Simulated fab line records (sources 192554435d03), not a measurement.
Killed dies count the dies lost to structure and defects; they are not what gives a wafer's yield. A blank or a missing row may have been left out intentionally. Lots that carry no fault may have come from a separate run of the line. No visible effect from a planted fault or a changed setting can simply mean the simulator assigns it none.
Which tool is to blame? ; flow n5Finfet ; Sampling: 24 lots, 72 wafers, 6 of 1938 route steps

## WHAT EACH GAUGE READ, for each wafer
N5_BEOL_M2_INSPECT_13: inspects for defects (brightfield).
lot;measured;on;rawDefectCount
L074;day 6 18:39;defectInspect-01;496 369 452
L075;day 7 02:25;defectInspect-02;423 279 330
L077;day 7 02:38;defectInspect-01;397 331 295
L076;day 7 06:43;defectInspect-02;568 401 331
L078;day 7 15:33;defectInspect-02;271 440 463
L079;day 7 17:02;defectInspect-01;294 401 325
L080;day 8 14:02;defectInspect-01;316 411 301
L081;day 8 13:40;defectInspect-01;345 260 400
L082;day 9 00:42;defectInspect-02;272 286 295
L083;day 9 00:52;defectInspect-01;394 588 491
L084;day 9 01:01;defectInspect-01;704 508 415
L085;day 9 06:01;defectInspect-02;470 356 399
L086;day 9 15:32;defectInspect-02;470 368 521
L087;day 10 03:32;defectInspect-02;335 383 328
L088;day 10 02:37;defectInspect-01;419 637 619
L089;day 10 21:31;defectInspect-01;385 239 371
L090;day 11 12:23;defectInspect-02;462 376 416
L091;day 12 18:56;defectInspect-01;442 461 324
L092;day 11 21:05;defectInspect-01;323 348 212
L094;day 12 10:04;defectInspect-02;316 485 350
L093;day 12 11:32;defectInspect-01;231 291 356
L095;day 12 19:52;defectInspect-02;408 304 273
L096;day 12 22:25;defectInspect-01;309 340 360
L097;day 13 02:59;defectInspect-02;481 326 360

## WHICH TOOL RAN EACH LOT (tool, then ch and the chambers of the sampled wafers, then the start)
lot;N5_BEOL_M1_STRIP_19;N5_BEOL_M1_SPUTTER_79;N5_BEOL_M1_ANNEAL_89;N5_BEOL_M1_ANNEAL_91;N5_BEOL_M1_ANNEAL_93
L074;rieDiel-06 ch 1,3, day 6 06:52;pvdSputter-01, day 6 14:34;pvdSputter-01, day 6 15:18;pvdSputter-01, day 6 15:31;pvdSputter-01, day 6 15:44
L075;rieDiel-06 ch 1, day 6 13:23;pvdSputter-02, day 6 22:22;pvdSputter-02, day 6 23:06;pvdSputter-02, day 6 23:19;pvdSputter-02, day 6 23:32
L077;rieDiel-02 ch 0,1, day 6 17:52;pvdSputter-01, day 6 22:47;pvdSputter-01, day 6 23:32;pvdSputter-01, day 6 23:45;pvdSputter-01, day 6 23:58
L076;rieDiel-06 ch 0,1,2, day 6 19:11;pvdSputter-03, day 7 03:08;pvdSputter-03, day 7 03:56;pvdSputter-03, day 7 04:11;pvdSputter-03, day 7 04:25
L078;rieDiel-06 ch 0,1,2, day 7 06:26;pvdSputter-03, day 7 10:24;pvdSputter-03, day 7 11:08;pvdSputter-03, day 7 11:22;pvdSputter-03, day 7 11:35
L079;rieDiel-03 ch 1,2, day 7 10:08;pvdSputter-02, day 7 13:04;pvdSputter-02, day 7 13:48;pvdSputter-02, day 7 14:01;pvdSputter-02, day 7 14:14
L080;rieDiel-03 ch 0,2, day 7 17:02;pvdSputter-02, day 8 09:58;pvdSputter-02, day 8 10:43;pvdSputter-02, day 8 10:56;pvdSputter-02, day 8 11:09
L081;rieDiel-02 ch 0,1,2, day 7 21:51;pvdSputter-03, day 8 08:11;pvdSputter-03, day 8 08:56;pvdSputter-03, day 8 09:09;pvdSputter-03, day 8 09:22
L082;rieDiel-06 ch 1,2,3, day 8 07:37;pvdSputter-02, day 8 17:40;pvdSputter-02, day 8 18:24;pvdSputter-02, day 8 18:37;pvdSputter-02, day 8 18:50
L083;rieDiel-03 ch 1,3, day 8 07:55;pvdSputter-01, day 8 17:55;pvdSputter-01, day 8 18:40;pvdSputter-01, day 8 18:53;pvdSputter-01, day 8 19:06
L084;rieDiel-06 ch 0,1,3, day 8 11:20;pvdSputter-03, day 8 20:37;pvdSputter-03, day 8 21:21;pvdSputter-03, day 8 21:34;pvdSputter-03, day 8 21:47
L085;rieDiel-03 ch 0,1,2, day 8 21:05;pvdSputter-01, day 9 01:43;pvdSputter-01, day 9 02:27;pvdSputter-01, day 9 02:40;pvdSputter-01, day 9 02:53
L086;rieDiel-06 ch 0,1,2, day 9 06:34;pvdSputter-03, day 9 10:21;pvdSputter-03, day 9 11:05;pvdSputter-03, day 9 11:19;pvdSputter-03, day 9 11:32
L087;rieDiel-06 ch 0,1,3, day 9 09:06;pvdSputter-03, day 9 23:52;pvdSputter-03, day 10 00:36;pvdSputter-03, day 10 00:49;pvdSputter-03, day 10 01:02
L088;rieDiel-03 ch 0,2,3, day 9 16:24;pvdSputter-01, day 9 21:01;pvdSputter-01, day 9 21:46;pvdSputter-01, day 9 21:59;pvdSputter-01, day 9 22:12
L089;rieDiel-02 ch 0,2, day 10 07:10;pvdSputter-01, day 10 17:52;pvdSputter-01, day 10 18:37;pvdSputter-01, day 10 18:50;pvdSputter-01, day 10 19:03
L090;rieDiel-02 ch 0,3, day 10 09:48;pvdSputter-01, day 11 08:28;pvdSputter-01, day 11 09:13;pvdSputter-01, day 11 09:26;pvdSputter-01, day 11 09:39
L091;rieDiel-03 ch 0,3, day 10 20:56;pvdSputter-01, day 12 12:19;pvdSputter-01, day 12 13:03;pvdSputter-01, day 12 13:16;pvdSputter-01, day 12 13:29
L092;rieDiel-06 ch 2,3, day 11 06:53;pvdSputter-03, day 11 16:57;pvdSputter-03, day 11 17:41;pvdSputter-03, day 11 17:55;pvdSputter-03, day 11 18:08
L094;rieDiel-06 ch 0,1,3, day 11 11:25;pvdSputter-03, day 12 05:05;pvdSputter-03, day 12 05:49;pvdSputter-03, day 12 06:02;pvdSputter-03, day 12 06:16
L093;rieDiel-03 ch 0,1,2, day 11 11:33;pvdSputter-03, day 12 07:39;pvdSputter-03, day 12 08:23;pvdSputter-03, day 12 08:37;pvdSputter-03, day 12 08:50
L095;rieDiel-02 ch 0,2,3, day 11 15:16;pvdSputter-01, day 12 15:34;pvdSputter-01, day 12 16:19;pvdSputter-01, day 12 16:32;pvdSputter-01, day 12 16:45
L096;rieDiel-02 ch 0,1,2, day 11 20:19;pvdSputter-03, day 12 17:43;pvdSputter-03, day 12 18:28;pvdSputter-03, day 12 18:41;pvdSputter-03, day 12 18:54
L097;rieDiel-03 ch 1,2, day 12 10:30;pvdSputter-03, day 12 22:50;pvdSputter-03, day 12 23:35;pvdSputter-03, day 12 23:48;pvdSputter-03, day 13 00:01
- N5_BEOL_M1_STRIP_19: strips in O2.
- N5_BEOL_M1_SPUTTER_79: material Cu, target thk 4.5 nm, time 8.29 s.
- N5_BEOL_M1_ANNEAL_89: time 240 s.
- N5_BEOL_M1_ANNEAL_91: time 240 s.
- N5_BEOL_M1_ANNEAL_93: time 240 s.

## AS READ BY THE TOOLS THEMSELVES (means over the sampled wafers that have a number; for cases with no such wafer, the mark the record gives instead)
N5_BEOL_M1_STRIP_19.
lot;tool;drypumpMotorCurrentA (A);oesProductAu (a.u.);rfVppV (V);showerheadPlenumPTorr (Torr);throttleValvePct (%)
L074;rieDiel-06;5.5;0.72;3.7;2.14;17.01
L075;rieDiel-06;5.6;0.72;3.3;2.18;17.08
L077;rieDiel-02;5.8;0.95;3.8;2.09;16.47
L076;rieDiel-06;5.7;0.82;3.5;2.09;16.68
L078;rieDiel-06;5.8;0.81;3.4;2.08;16.68
L079;rieDiel-03;5.5;0.71;4.1;2.05;16.88
L080;rieDiel-03;4.9;0.80;4.0;2.03;16.60
L081;rieDiel-02;6.0;0.87;3.5;2.13;16.56
L082;rieDiel-06;5.8;0.72;4.0;2.08;16.85
L083;rieDiel-03;5.8;0.79;4.2;2.19;16.67
L084;rieDiel-06;5.4;0.78;3.6;2.10;16.81
L085;rieDiel-03;5.3;0.74;4.0;2.06;16.72
L086;rieDiel-06;5.8;0.80;3.7;2.08;16.70
L087;rieDiel-06;5.4;0.77;3.7;2.10;16.82
L088;rieDiel-03;5.2;0.81;4.1;2.09;16.63
L089;rieDiel-02;5.7;0.85;4.0;2.10;16.66
L090;rieDiel-02;5.7;0.86;3.8;2.05;16.70
L091;rieDiel-03;5.0;0.85;3.9;2.11;16.47
L092;rieDiel-06;6.1;0.72;3.8;2.03;16.69
L094;rieDiel-06;5.4;0.76;3.8;2.09;16.85
L093;rieDiel-03;5.4;0.83;3.7;2.14;16.61
L095;rieDiel-02;5.8;0.78;3.8;2.09;16.81
L096;rieDiel-02;6.0;0.83;3.7;2.13;16.62
L097;rieDiel-03;5.8;0.77;3.7;2.18;16.75

N5_BEOL_M1_SPUTTER_79.
lot;tool;throttleValvePct (%)
L074;pvdSputter-01;29.7
L075;pvdSputter-02;29.7
L077;pvdSputter-01;30.0
L076;pvdSputter-03;30.9
L078;pvdSputter-03;30.9
L079;pvdSputter-02;30.6
L080;pvdSputter-02;30.1
L081;pvdSputter-03;30.4
L082;pvdSputter-02;30.8
L083;pvdSputter-01;29.1
L084;pvdSputter-03;30.1
L085;pvdSputter-01;29.5
L086;pvdSputter-03;30.2
L087;pvdSputter-03;30.2
L088;pvdSputter-01;29.2
L089;pvdSputter-01;29.2
L090;pvdSputter-01;29.4
L091;pvdSputter-01;29.6
L092;pvdSputter-03;31.0
L094;pvdSputter-03;30.2
L093;pvdSputter-03;30.1
L095;pvdSputter-01;29.0
L096;pvdSputter-03;30.0
L097;pvdSputter-03;30.1

N5_BEOL_M1_ANNEAL_89.
lot;tool;heaterPowerW (W)
L074;pvdSputter-01;842
L075;pvdSputter-02;963
L077;pvdSputter-01;821
L076;pvdSputter-03;885
L078;pvdSputter-03;869
L079;pvdSputter-02;905
L080;pvdSputter-02;984
L081;pvdSputter-03;947
L082;pvdSputter-02;947
L083;pvdSputter-01;814
L084;pvdSputter-03;784
L085;pvdSputter-01;869
L086;pvdSputter-03;788
L087;pvdSputter-03;799
L088;pvdSputter-01;806
L089;pvdSputter-01;807
L090;pvdSputter-01;799
L091;pvdSputter-01;880
L092;pvdSputter-03;867
L094;pvdSputter-03;785
L093;pvdSputter-03;790
L095;pvdSputter-01;848
L096;pvdSputter-03;821
L097;pvdSputter-03;788

N5_BEOL_M1_ANNEAL_91.
lot;tool;heaterPowerW (W)
L074;pvdSputter-01;848
L075;pvdSputter-02;980
L077;pvdSputter-01;832
L076;pvdSputter-03;865
L078;pvdSputter-03;866
L079;pvdSputter-02;918
L080;pvdSputter-02;983
L081;pvdSputter-03;963
L082;pvdSputter-02;954
L083;pvdSputter-01;812
L084;pvdSputter-03;804
L085;pvdSputter-01;876
L086;pvdSputter-03;781
L087;pvdSputter-03;792
L088;pvdSputter-01;807
L089;pvdSputter-01;799
L090;pvdSputter-01;791
L091;pvdSputter-01;893
L092;pvdSputter-03;880
L094;pvdSputter-03;793
L093;pvdSputter-03;800
L095;pvdSputter-01;853
L096;pvdSputter-03;819
L097;pvdSputter-03;796

N5_BEOL_M1_ANNEAL_93.
lot;tool;heaterPowerW (W)
L074;pvdSputter-01;847
L075;pvdSputter-02;983
L077;pvdSputter-01;816
L076;pvdSputter-03;875
L078;pvdSputter-03;884
L079;pvdSputter-02;906
L080;pvdSputter-02;995
L081;pvdSputter-03;960
L082;pvdSputter-02;959
L083;pvdSputter-01;798
L084;pvdSputter-03;795
L085;pvdSputter-01;882
L086;pvdSputter-03;794
L087;pvdSputter-03;798
L088;pvdSputter-01;811
L089;pvdSputter-01;805
L090;pvdSputter-01;800
L091;pvdSputter-01;881
L092;pvdSputter-03;877
L094;pvdSputter-03;787
L093;pvdSputter-03;798
L095;pvdSputter-01;838
L096;pvdSputter-03;824
L097;pvdSputter-03;793

## THE ANSWER, worked out from the rows above alone
Rule: the usual values come from the lots themselves. Put in order of their means at a reading, lots are off if they are a third of the lots or fewer, leave a main group of 4 or more, and stand apart from it by a gap of 3 or more times the standard deviation of the main group's means; of several such gaps the widest counts. Not used: any main group whose means are identical at the precision the tables above print for the reading. Also off: a lot with no number at a reading for which 4 or more lots have one. All remaining lots with rows at the step are treated as sound. First the gauges in route order, then the tools' own readings, where a lot's mean is used as printed above. The first step at which some lot is off is used, and at that step the reading that is off furthest; a lot without a number counts as furthest.
Across all readings shown, no lot is off: no conclusion can be drawn from this.

## WHAT HAD BEEN PUT IN BY THE SIMULATOR
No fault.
